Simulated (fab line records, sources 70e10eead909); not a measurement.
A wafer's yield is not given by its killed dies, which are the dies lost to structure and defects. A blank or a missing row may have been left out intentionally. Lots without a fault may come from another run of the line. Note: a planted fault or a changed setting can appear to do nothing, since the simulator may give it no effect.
Problem report in the 8D (eight disciplines) form, filled by code ; flow nand harc ; the parts of the form that need people (team, actions taken, sign-off) are left out

## 1. THE PROBLEM
Mean of raw defect count at NHARC_P_GATE_INSPECT_68: 1005 across 6 wafers in 2 lots; on wafers with no fault it is 212 (standard deviation 82). Measured from the usual mean, that is +9.7 standard deviations.
Seen first at day 7 06:34 on defect inspect-01, wafer L971.1. At this step, 36 wafers from 12 lots have a number in the record. By rule, "out" or "out of limits" means more than 4 standard deviations away from the usual mean. The other wafers with a number count as sound.

## 2. WHAT IT IS AND WHAT IT IS NOT
question;is;is not
which readings at this step;raw defect count;-
which lots;L971, L972;L964, L965, L967, L968, L969, L970, L982, L984, L986, L987
which wafers of those lots;all that have a number;-
read on which gauges;defect inspect-01;defect inspect-02
when;from day 7 06:34;"up to then (18 sound wafers); but 12 sound wafers of L982, L984, L986, L987 came after"

## 3. SUSPECTS, AND WHAT RULES EACH OUT
Counting: a tool at any process step up to the reading remains a suspect when it ran all the lots that are out and ran no sound lot after the first of those.
- the gauge at NHARC_P_GATE_INSPECT_68 is ruled out. All the wafers that are out were read on defect inspect-01, but those of them that NHARC_END_SORT_01 has rows for are out there too, on other tools.
- rie diel-08 at NHARC_P_GATE_ETCHBACK_37 (etches the open film in CHF3/O2, target depth 34.5 nm, time 17.2 s): ruled out as a lasting fault. The sound lots L982, L984, L986 went through it after L971, its earliest lot that is out (day 7 02:43). With no start given for some of its lots, NHARC_P_GATE_ETCHBACK_37 uses the hours and lot order of NHARC_P_GATE_STRIP_76.
- plasma asher-02 at NHARC_P_GATE_STRIP_76 (strips in O2): ruled out as a lasting fault. The sound lots L984, L986, L987 went through it after L971, its earliest lot that is out (day 7 02:43).
Left after counting: nothing in the record.

## 4. THE CAUSE (what the simulator had put in)
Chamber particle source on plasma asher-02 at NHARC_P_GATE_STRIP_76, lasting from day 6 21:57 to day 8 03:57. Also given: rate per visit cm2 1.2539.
Counting ruled it out, wrongly: the rule takes a fault to strike every lot that its tool runs from its start on, and this one did not.

## 5. THE EFFECT CHAIN, in route order
Each row: a reading where the mean over the struck wafers with a number is more than 3 standard deviations away from the usual. Scope: only readings with a usual standard deviation given in the record; hours: median across lots of the time from each lot's start at the first step in this table that gives one to its start at this step; sigmas: change in usual standard deviations.
hours;step;reading;usual;on struck wafers;change;sigmas
0;NHARC_P_GATE_INSPECT_68;raw defect count;212;1005;+793;+9.7
329;NHARC_END_SORT_01;killed at periphery;3.1;79.3;+76.2;+36
329;NHARC_END_SORT_01;killed dies;32;105;+73;+6.7

## 6. WHAT WOULD HAVE CAUGHT IT SOONER
9 hours passed between the start of the fault at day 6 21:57 and the first reading out of limits at a measuring or inspecting step in this record, taken at day 7 06:34.
No tool reading at NHARC_P_GATE_STRIP_76 that has a usual standard deviation in the record was out on any struck wafer, so an alarm limit of 4 standard deviations on those readings would not have fired.
